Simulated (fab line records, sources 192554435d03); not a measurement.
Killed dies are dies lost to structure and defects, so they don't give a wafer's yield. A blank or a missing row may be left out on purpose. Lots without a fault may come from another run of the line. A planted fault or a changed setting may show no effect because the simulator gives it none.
fab line records | flow n5_finfet | part 1 of 2: steps 1 to 4 of 6
record lots=21 wafers=63 last_day=18
route steps=1938 shown FIN_SAQP@127 STI_FIN_REVEAL@184
lots that met no fault: from a run of the same line without faults
start_h: hours from the record's first day to the start of the lot's first wafer shown | wait_h: hours since the lot's step before | " the same as in the row above | L1.1+2: a row that stands for several wafers | - no value, or no start given | * or withheld: withheld | < > ~ a bound
route shown NAME@n: a module of which the file shows steps, and the number in the route of the first | usual: mean/standard deviation of fault-free wafers | same: alike in all rows | chamber/n: place in a boat | sites: the reading at each site | _std_site: their standard deviation | _edge_site: outer sites' mean less inner sites' | radius_mm: how far each site lies from the wafer's centre | mask NAME#n: copy n | behind: the tool/chamber that last shaped the wafer | hold: why the lot was held/for how many hours/how that ended | device: the transistor (n, p or np) that didn't switch | end of line: the same wafers' tests at the end of the route | a step without rows: its recipe alone | killed: dies lost to structure and defects at the first sort, not the wafer's yield | map: a wafer's dies, x killed, . not, _ none there
set.NAME: the setting as run; set.NAME@STEP: as run at that earlier step | model.NAME: the simulator's own value behind a step, which no gauge read
steps of the route over a sample of lots; a table a step, a row a wafer
services: from which hour (start_h, from the record's first day; less than 0 if before it) a tool's chamber was out of use, for how many hours, and why
## steps
# step N5_FIN_SAQP_MANDREL1_REMOVE_56
# recipe chemistry=HBr/Cl2/O2 bt_time_s=10 target=a-Si stop_on=SiNx endpoint=OES-SiCl over_etch_frac=1 icp_w=600 bias_w=22 HBr_flow_sccm=150 Cl2_flow_sccm=80 O2_flow_sccm=5 pressure_mtorr=10
# usual chamber_pressure_mTorr=10.000/0.0093 drypump_motor_current_A=5.8/0.44 oes_product_au=1.003/0.013 throttle_valve_pct=36.56/0.26
# columns lot.wafer tool chamber start_h wait_h chamber_pressure_mTorr drypump_motor_current_A oes_product_au rf_hours_counter_h throttle_valve_pct
L074.1 rie_si-02 0 24.85 0.1 10.004 5.8 1.001 171 36.43
L074.4 " 2 " " 10.002 6.2 0.987 81 36.50
L074.5 " 0 " " 10.002 5.8 1.014 - 36.42
L075.2 rie_si-05 3 30.12 0.1 9.992 6.4 0.997 124 36.58
L075.3 " 2 " " 10.005 5.4 1.012 145 37.07
L075.6 " 1 " " 10.010 5.6 1.016 - 36.28
L076.2 rie_si-06 2 35.48 0.1 10.019 6.4 0.986 7 36.88
L076.4 " 1 " " 10.014 4.9 1.010 92 36.49
L076.6 " 3 " " 10.011 5.6 1.004 - 36.33
L079.1 rie_si-05 2 53.50 0.1 9.997 5.4 1.000 145 37.06
L079.2 " 0 " " 9.990 5.5 0.999 113 36.58
L079.5 " 0 " " 9.991 5.5 1.006 - 36.58
L080.2 rie_si-05 1 59.50 0.1 10.021 5.6 1.018 128 36.27
L080.3 " 3 " " 10.008 6.4 0.987 125 36.59
L080.4 " 0 " " 10.000 5.5 1.014 114 36.59
L081.3 rie_si-02 0 65.59 0.1 10.001 5.8 1.000 172 36.41
L081.4 " 3 " " 9.999 6.0 0.976 72 36.44
L081.6 " 3 " " 9.997 6.0 0.986 - 36.45
L082.1 rie_si-05 1 72.24 0.1 10.008 5.6 0.999 128 36.27
L082.5 " 3 " " 9.993 6.4 0.996 - 36.59
L082.6 " 0 " " 10.001 5.5 1.010 - 36.58
L083.2 rie_si-05 2 77.98 0.1 9.995 5.4 1.015 146 37.06
L083.4 " 1 " " 10.003 5.6 1.005 128 36.28
L083.5 " 2 " " 10.023 5.4 1.002 - 37.07
L084.1 rie_si-06 2 84.04 0.1 9.999 6.4 0.989 9 36.87
L084.5 " 0 " " 10.002 5.8 1.019 - 36.40
L084.6 " 1 " " 10.010 4.9 1.009 - 36.48
L085.2 rie_si-02 0 90.11 0.1 10.018 5.9 1.014 172 36.43
L085.3 " 2 " " 9.991 6.3 0.999 82 36.50
L085.4 " 3 " " 9.988 6.0 0.992 73 36.46
L086.1 rie_si-05 3 95.74 0.1 10.006 6.4 0.992 125 36.58
L086.5 " 0 " " 10.005 5.5 1.026 - 36.57
L086.6 " 1 " " 10.003 5.6 1.016 - 36.28
L087.2 rie_si-02 0 102.99 0.1 9.992 5.9 1.011 173 36.42
L087.4 " 2 " " 10.004 6.2 1.004 82 36.49
L087.6 " 1 " " 9.985 5.4 0.977 - 36.10
L088.1 rie_si-05 1 108.01 0.1 9.995 5.6 1.010 129 36.28
L088.3 " 3 " " 9.997 6.4 0.983 126 36.59
L088.5 " 2 " " 9.998 5.5 1.009 - 37.05
L089.1 rie_si-05 2 113.36 0.1 9.983 5.5 1.007 147 37.07
L089.2 " 3 " " 9.989 6.4 0.983 126 36.59
L089.3 " 1 " " 10.007 5.6 0.999 129 36.27
L090.2 rie_si-06 3 120.46 0.1 10.014 5.6 0.999 59 36.34
L090.3 " 2 " " 10.001 6.4 0.992 9 36.87
L090.4 " 1 " " 9.978 4.9 1.006 94 36.48
L091.2 rie_si-05 1 126.14 0.1 9.995 5.6 1.006 129 36.26
L091.3 " 0 " " 10.011 5.5 1.013 115 36.59
L091.5 " 2 " " 9.992 5.4 1.000 - 37.07
L092.2 rie_si-05 3 131.92 0.1 9.998 6.4 0.992 126 36.58
L092.4 " 1 " " 9.993 5.6 1.004 129 36.28
L092.6 " 3 " " 10.001 6.4 0.983 - 36.59
L093.1 rie_si-06 1 138.29 0.1 9.995 4.9 1.014 94 36.46
L093.2 " 3 " " 10.004 5.6 0.992 59 36.34
L093.5 " 2 " " 9.999 6.3 0.998 - 36.87
L095.1 rie_si-02 3 150.59 0.1 9.998 6.0 0.987 74 36.44
L095.3 " 0 " " 9.992 5.9 1.007 174 36.43
L095.5 " 3 " " 9.989 6.0 0.993 - 36.45
L096.1 rie_si-06 3 156.82 0.1 9.990 5.6 0.996 60 36.36
L096.3 " 2 " " 10.011 6.4 1.001 10 36.88
L096.5 " 0 " " 9.996 5.9 1.018 - 36.41
L097.2 rie_si-05 1 161.56 0.1 9.995 5.6 1.009 130 36.27
L097.3 " 0 " " 10.003 5.5 1.027 115 36.58
L097.5 " 3 " " 10.017 6.4 0.997 - 36.59
# step N5_FIN_SAQP_ETCH_67
# recipe chemistry=CH3F/O2 target=SiNx target_depth_a=300 mask_material=SOC pressure_mtorr=30 source_w=395 bias_w=73 Ar_flow_sccm=150 CH3F_flow_sccm=30 O2_flow_sccm=20 ion_energy_ev=120
# usual chamber_pressure_mTorr=30.003/0.028 drypump_motor_current_A=6.1/0.34 mfc_ar_sccm=150.0/0.48 oes_product_au=0.77/0.086 rf_vpp_V=298/3.8 showerhead_plenum_p_Torr=2.00/0.052 throttle_valve_pct=16.4/0.3
# columns lot.wafer tool chamber start_h wait_h chamber_pressure_mTorr drypump_motor_current_A mfc_ar_sccm oes_product_au rf_hours_counter_h rf_vpp_V showerhead_plenum_p_Torr throttle_valve_pct
L074.1 rie_diel-05 3 25.77 0.0 30.009 6.2 150.4 0.76 155 304 2.08 16.7
L074.4 " 1 " " 29.983 6.2 150.0 0.73 199 302 1.99 16.7
L074.5 " 1 " " 30.015 6.2 150.0 0.72 - 302 1.99 16.7
L075.2 rie_diel-04 0 31.23 0.0 30.034 5.4 149.9 0.71 198 302 2.07 16.4
L075.3 " 3 " " 30.009 6.3 150.2 0.70 204 294 1.90 16.7
L075.6 " 2 " " 30.010 5.3 150.2 0.70 - 293 1.98 16.4
L076.2 rie_diel-04 2 36.37 0.0 30.008 5.3 149.9 0.71 215 293 1.98 16.4
L076.4 " 0 " " 29.990 5.4 150.1 0.71 200 302 2.07 16.4
L076.6 " 0 " " 30.039 5.4 150.1 0.71 - 302 2.07 16.4
L079.1 rie_diel-05 1 54.43 0.0 30.000 6.2 150.0 0.73 207 300 1.98 16.7
L079.2 " 3 " " 29.995 6.2 149.1 0.74 166 303 2.08 16.7
L079.5 " 2 " " 29.974 6.3 150.9 0.86 - 293 1.96 16.0
L080.2 rie_diel-05 2 60.39 0.0 30.029 6.4 150.3 0.87 38 292 1.96 16.0
L080.3 " 1 " " 30.071 6.2 149.5 0.70 209 299 1.98 16.7
L080.4 " 3 " " 29.965 6.2 150.2 0.74 169 304 2.08 16.7
L081.3 rie_diel-03 3 66.49 0.0 30.039 6.3 150.4 0.85 66 300 2.03 16.2
L081.4 " 2 " " 29.939 5.5 149.9 0.73 186 303 2.07 16.8
L081.6 " 2 " " 30.012 5.5 149.5 0.72 - 303 2.07 16.8
L082.1 rie_diel-05 2 73.13 0.0 30.032 6.3 149.2 0.86 42 293 1.96 16.0
L082.5 " 0 " " 29.966 6.0 149.5 0.89 - 299 1.96 16.0
L082.6 " 1 " " 30.002 6.2 149.5 0.70 - 301 1.98 16.7
L083.2 rie_diel-04 1 79.03 0.0 30.003 6.0 149.9 0.73 148 298 2.00 16.3
L083.4 " 3 " " 29.986 6.3 149.7 0.68 220 294 1.90 16.8
L083.5 " 1 " " 29.982 6.0 150.6 0.72 - 296 2.00 16.3
L084.1 rie_diel-03 0 84.94 0.0 29.968 5.7 149.7 0.90 30 295 2.03 16.4
L084.5 " 3 " " 30.039 6.3 149.9 0.85 - 299 2.03 16.2
L084.6 " 2 " " 30.021 5.5 149.4 0.71 - 303 2.07 16.8
L085.2 rie_diel-05 2 91.00 0.0 30.004 6.3 150.4 0.85 49 292 1.95 16.1
L085.3 " 3 " " 30.039 6.2 150.2 0.74 180 301 2.07 16.7
L085.4 " 1 " " 29.971 6.2 150.4 0.70 220 300 1.98 16.7
L086.1 rie_diel-03 1 96.97 0.0 29.992 6.5 149.6 0.67 240 298 1.97 16.9
L086.5 " 0 " " 29.972 5.7 149.4 0.90 - 294 2.03 16.4
L086.6 " 3 " " 30.015 6.3 149.5 0.85 - 300 2.03 16.2
L087.2 rie_diel-05 0 103.93 0.0 30.012 6.0 150.1 0.88 46 300 1.96 16.0
L087.4 " 2 " " 30.046 6.3 151.1 0.84 54 292 1.95 16.1
L087.6 " 0 " " 29.981 6.0 150.6 0.87 - 299 1.96 16.0
L088.1 rie_diel-04 3 108.98 0.0 29.973 6.3 151.1 0.68 230 294 1.89 16.8
L088.3 " 0 " " 30.010 5.4 150.2 0.68 226 302 2.06 16.4
L088.5 " 1 " " 30.023 6.0 149.9 0.73 - 296 2.00 16.3
L089.1 rie_diel-05 2 114.26 0.0 30.047 6.3 149.9 0.84 56 291 1.95 16.1
L089.2 " 1 " " 30.060 6.2 150.4 0.69 228 301 1.98 16.7
L089.3 " 3 " " 30.015 6.2 150.1 0.72 187 303 2.07 16.7
L090.2 rie_diel-05 2 121.63 0.0 29.951 6.3 150.2 0.85 58 292 1.95 16.1
L090.3 " 3 " " 29.987 6.2 150.8 0.73 190 302 2.07 16.7
L090.4 " 0 " " 30.001 6.0 149.6 0.87 52 299 1.95 16.0
L091.2 rie_diel-04 2 127.08 0.0 30.029 5.3 150.2 0.67 244 293 1.97 16.4
L091.3 " 3 " " 30.009 6.3 150.0 0.67 236 293 1.89 16.8
L091.5 " 1 " " 30.051 6.0 150.3 0.72 - 297 1.99 16.3
L092.2 rie_diel-03 0 132.81 0.0 29.976 5.8 149.9 0.87 48 295 2.03 16.5
L092.4 " 3 " " 30.016 6.4 150.0 0.82 - 300 2.02 16.2
L092.6 " 0 " " 30.010 5.7 149.5 0.86 - 294 2.03 16.5
L093.1 rie_diel-05 0 139.18 0.0 30.028 6.0 149.6 0.85 58 301 1.95 16.0
L093.2 " 2 " " 30.022 6.3 149.8 0.82 64 292 1.95 16.1
L093.5 " 3 " " 30.025 6.2 149.9 0.71 - 303 2.07 16.7
L095.1 rie_diel-03 1 151.49 0.0 30.043 6.5 149.5 0.96 2 299 1.96 16.4
L095.3 " 0 " " 29.966 5.8 149.9 0.86 56 295 2.03 16.5
L095.5 " 2 " " 29.961 5.4 150.2 0.69 - 303 2.06 16.9
L096.1 rie_diel-03 0 157.77 0.0 29.970 5.7 150.0 0.86 58 295 2.02 16.5
L096.3 " 1 " " 29.949 6.5 149.6 0.95 4 298 1.96 16.4
L096.5 " 0 " " 29.980 5.8 150.4 0.86 - 294 2.02 16.5
L097.2 rie_diel-04 3 162.87 0.1 30.017 6.3 150.2 0.66 243 293 1.89 16.8
L097.3 " 1 " " 29.959 6.0 149.8 0.71 - 296 1.99 16.4
L097.5 " 1 " " 30.007 6.0 150.3 0.71 - 295 1.99 16.4
# step N5_FIN_SAQP_STRIP_70
# recipe chemistry=N2/H2 power_w=500 temp_c=40 pressure_mtorr=50 rf_frequency_hz=6e+07 overash_fraction=0.3 bias_power_w=28 h2_frac=0.5 n2_flow_sccm=300 h2_flow_sccm=300
# usual bias_power_w=28.00/0.081 chamber_pressure_mTorr=49.99/0.043 drypump_motor_current_A=6.1/0.35 oes_product_au=0.77/0.087 rf_vpp_V=121.8/0.98 showerhead_plenum_p_Torr=3.36/0.086 throttle_valve_pct=19.07/0.28
# columns lot.wafer tool chamber start_h wait_h bias_power_w chamber_pressure_mTorr drypump_motor_current_A oes_product_au rf_hours_counter_h rf_vpp_V showerhead_plenum_p_Torr throttle_valve_pct
L074.1 rie_diel-05 3 25.81 0.0 28.01 49.97 6.2 0.74 155 122.7 3.49 19.45
L074.4 " 1 " " 27.86 50.03 6.2 0.71 199 122.3 3.33 19.12
L074.5 " 1 " " 27.96 49.96 6.2 0.71 - 122.0 3.33 19.10
L075.2 rie_diel-04 0 31.27 0.0 28.05 49.88 5.4 0.71 198 122.7 3.48 18.93
L075.3 " 3 " " 27.93 49.98 6.4 0.69 204 121.2 3.19 19.20
L075.6 " 2 " " 28.05 50.07 5.3 0.70 - 122.2 3.31 18.72
L076.2 rie_diel-04 2 36.41 0.0 27.95 50.02 5.4 0.71 215 121.2 3.31 18.74
L076.4 " 0 " " 28.08 50.02 5.4 0.70 200 122.1 3.48 18.93
L076.6 " 0 " " 28.02 49.98 5.4 0.70 - 123.0 3.48 18.94
L079.1 rie_diel-05 1 54.47 0.0 27.93 50.03 6.2 0.71 207 120.2 3.33 19.12
L079.2 " 3 " " 28.10 49.94 6.2 0.74 166 123.5 3.49 19.48
L079.5 " 2 " " 28.04 50.06 6.3 0.87 - 121.3 3.29 18.65
L080.2 rie_diel-05 2 60.43 0.0 28.01 50.03 6.3 0.87 38 119.9 3.29 18.65
L080.3 " 1 " " 27.91 49.97 6.2 0.71 209 120.5 3.32 19.13
L080.4 " 3 " " 28.10 49.97 6.2 0.74 169 122.9 3.49 19.48
L081.3 rie_diel-03 3 66.53 0.0 27.95 50.00 6.4 0.87 66 123.4 3.40 18.70
L081.4 " 2 " " 27.89 50.00 5.5 0.72 186 121.5 3.47 19.46
L081.6 " 2 " " 27.91 50.00 5.5 0.72 - 122.2 3.47 19.46
L082.1 rie_diel-05 2 73.17 0.0 28.09 50.00 6.3 0.86 42 121.3 3.29 18.66
L082.5 " 0 " " 28.04 49.99 6.1 0.89 - 122.0 3.29 19.01
L082.6 " 1 " " 28.13 49.98 6.2 0.71 - 123.6 3.32 19.15
L083.2 rie_diel-04 1 79.07 0.0 27.97 49.97 6.0 0.73 148 121.9 3.37 18.89
L083.4 " 3 " " 28.03 50.01 6.3 0.68 220 120.3 3.18 19.24
L083.5 " 1 " " 27.94 50.00 6.0 0.73 - 122.5 3.37 18.88
L084.1 rie_diel-03 0 84.98 0.0 28.04 49.99 5.8 0.90 30 122.5 3.42 19.21
L084.5 " 3 " " 28.06 49.87 6.3 0.84 - 122.2 3.40 18.71
L084.6 " 2 " " 27.93 50.06 5.5 0.70 - 123.2 3.47 19.47
L085.2 rie_diel-05 2 91.04 0.0 27.89 50.03 6.3 0.85 49 122.5 3.28 18.69
L085.3 " 3 " " 28.12 49.98 6.2 0.74 180 122.8 3.48 19.49
L085.4 " 1 " " 27.97 49.99 6.3 0.70 220 123.4 3.32 19.14
L086.1 rie_diel-03 1 97.01 0.0 28.00 49.94 6.5 0.68 240 122.0 3.32 19.26
L086.5 " 0 " " 27.99 49.96 5.7 0.90 - 121.4 3.42 19.22
L086.6 " 3 " " 27.96 49.97 6.4 0.85 - 122.1 3.40 18.70
L087.2 rie_diel-05 0 103.97 0.0 27.85 49.96 6.0 0.87 46 122.2 3.28 19.03
L087.4 " 2 " " 27.97 50.03 6.3 0.83 54 122.5 3.28 18.68
L087.6 " 0 " " 28.16 49.96 6.1 0.87 - 120.7 3.28 19.02
L088.1 rie_diel-04 3 109.02 0.0 27.92 50.02 6.3 0.68 230 122.1 3.18 19.24
L088.3 " 0 " " 28.08 50.04 5.4 0.68 226 123.1 3.47 18.96
L088.5 " 1 " " 27.95 49.99 6.0 0.72 - 121.7 3.37 18.90
L089.1 rie_diel-05 2 114.30 0.0 28.05 49.97 6.3 0.83 56 121.4 3.28 18.68
L089.2 " 1 " " 28.07 50.05 6.3 0.69 228 119.5 3.31 19.16
L089.3 " 3 " " 28.02 50.00 6.2 0.73 187 122.2 3.48 19.50
L090.2 rie_diel-05 2 121.67 0.0 28.15 50.04 6.3 0.83 58 121.7 3.28 18.68
L090.3 " 3 " " 28.01 50.02 6.2 0.73 190 123.3 3.47 19.50
L090.4 " 0 " " 28.03 49.98 6.0 0.87 52 122.0 3.28 19.03
L091.2 rie_diel-04 2 127.12 0.0 28.04 50.02 5.4 0.68 244 122.0 3.30 18.79
L091.3 " 0 " " 27.89 49.97 5.4 0.69 232 121.4 3.46 18.98
L091.5 " 1 " " 28.12 49.96 6.0 0.72 - 122.8 3.36 18.90
L092.2 rie_diel-03 0 132.85 0.0 27.88 49.93 5.8 0.88 48 122.8 3.41 19.25
L092.4 " 3 " " 28.13 49.90 6.3 0.83 - 123.3 3.39 18.72
L092.6 " 0 " " 27.84 50.05 5.7 0.88 - 123.2 3.41 19.25
L093.1 rie_diel-05 0 139.22 0.0 28.10 49.99 6.1 0.86 58 121.8 3.28 19.06
L093.2 " 2 " " 27.99 50.05 6.3 0.82 64 120.4 3.27 18.69
L093.5 " 3 " " 27.90 49.99 6.2 0.72 - 123.2 3.47 19.53
L095.1 rie_diel-03 1 151.53 0.0 27.94 50.04 6.5 0.97 2 121.1 3.31 18.85
L095.3 " 0 " " 27.91 50.06 5.7 0.87 56 120.9 3.41 19.26
L095.5 " 2 " " 27.89 50.04 5.5 0.69 - 122.7 3.46 19.53
L096.1 rie_diel-03 0 157.81 0.0 28.10 50.00 5.7 0.86 58 121.5 3.41 19.28
L096.3 " 1 " " 28.03 50.01 6.5 0.95 4 121.5 3.31 18.85
L096.5 " 0 " " 28.19 49.95 5.7 0.85 - 121.2 3.41 19.27
L097.2 rie_diel-04 3 162.93 0.0 28.07 49.99 6.4 0.66 243 121.2 3.17 19.26
L097.3 " 1 " " 28.08 50.06 6.0 0.71 - 121.0 3.35 18.95
L097.5 " 1 " " 28.01 49.95 6.0 0.71 - 121.4 3.35 18.95
# step N5_FIN_SAQP_SPACER2_ALD_28
# recipe material=SiO2 target_thk_a=81 temp_c=300 ald_precursor_family=BDEAS ald_co_reactant=O2-plasma pulse_time_s=1 purge_time_s=2 co_reactant_purge_time_s=2 pressure_torr=2
# usual heater_power_w=481/51 precursor_pulse_height_rel=0.998/0.02
# columns lot.wafer tool chamber start_h wait_h heater_power_w precursor_pulse_height_rel
L074.1 ald_sin-02 3 26.01 0.1 542 1.051
L074.4 " 2 " " 471 0.987
L074.5 " 3 " " 558 0.992
L075.2 ald_sin-04 0 31.47 0.1 462 1.002
L075.3 " 1 " " 526 0.992
L075.6 " 3 " " 387 0.983
L076.2 ald_sin-02 1 36.61 0.1 428 1.001
L076.4 " 2 " " 472 1.006
L076.6 " 2 " " 462 1.012
L079.1 ald_sin-02 3 54.68 0.1 558 0.968
L079.2 " 1 " " 432 1.015
L079.5 " 0 " " 465 0.982
L080.2 ald_sin-02 2 60.63 0.1 471 1.033
L080.3 " 1 " " 431 0.986
L080.4 " 0 " " 455 1.007
L081.3 ald_sin-02 0 66.73 0.1 464 0.979
L081.4 " 2 " " 479 0.986
L081.6 " 3 " " 557 0.993
L082.1 ald_sin-02 1 73.80 0.5 422 1.010
L082.5 " 0 " " 454 1.000
L082.6 " 3 " " 566 1.024
L083.2 ald_sin-03 1 79.27 0.1 581 0.967
L083.4 " 3 " " 505 1.036
L083.5 " 1 " " 598 0.994
L084.1 ald_sin-02 2 86.68 0.4 477 0.977
L084.5 " 3 " " 554 1.008
L084.6 " 2 " " 491 0.998
L085.2 ald_sin-02 1 91.24 0.1 432 1.015
L085.3 " 3 " " 568 0.988
L085.4 " 0 " " 459 0.999
L086.1 ald_sin-04 2 99.59 2.5 485 0.969
L086.5 " 1 " " 523 1.029
L086.6 " 2 " " 502 1.002
L087.2 ald_sin-02 1 104.18 0.1 437 0.992
L087.4 " 0 " " 456 1.003
L087.6 " 1 " " 425 0.998
L088.1 ald_sin-02 1 109.22 0.1 428 1.039
L088.3 " 2 " " 471 1.007
L088.5 " 2 " " 482 1.029
L089.1 ald_sin-03 1 115.79 1.4 560 1.043
L089.2 " 3 " " 510 0.994
L089.3 " 2 " " 463 1.013
L090.2 ald_sin-02 3 121.87 0.1 561 1.001
L090.3 " 1 " " 420 0.970
L090.4 " 2 " " 482 1.008
L091.2 ald_sin-02 0 127.32 0.1 466 0.986
L091.3 " 1 " " 429 0.997
L091.5 " 3 " " 551 0.978
L092.2 ald_sin-04 2 133.05 0.1 481 0.983
L092.4 " 1 " " 524 1.012
L092.6 " 3 " " 388 0.991
L093.1 ald_sin-04 3 139.43 0.1 383 1.010
L093.2 " 1 " " 519 1.029
L093.5 " 3 " " 381 1.001
L095.1 ald_sin-02 1 151.74 0.1 434 1.027
L095.3 " 3 " " 554 0.981
L095.5 " 3 " " 561 0.987
L096.1 ald_sin-04 0 158.54 0.6 456 0.982
L096.3 " 2 " " 487 1.004
L096.5 " 3 " " 389 0.975
L097.2 ald_sin-03 3 163.16 0.1 508 0.984
L097.3 " 2 " " 480 0.997
L097.5 " 3 " " 511 0.995
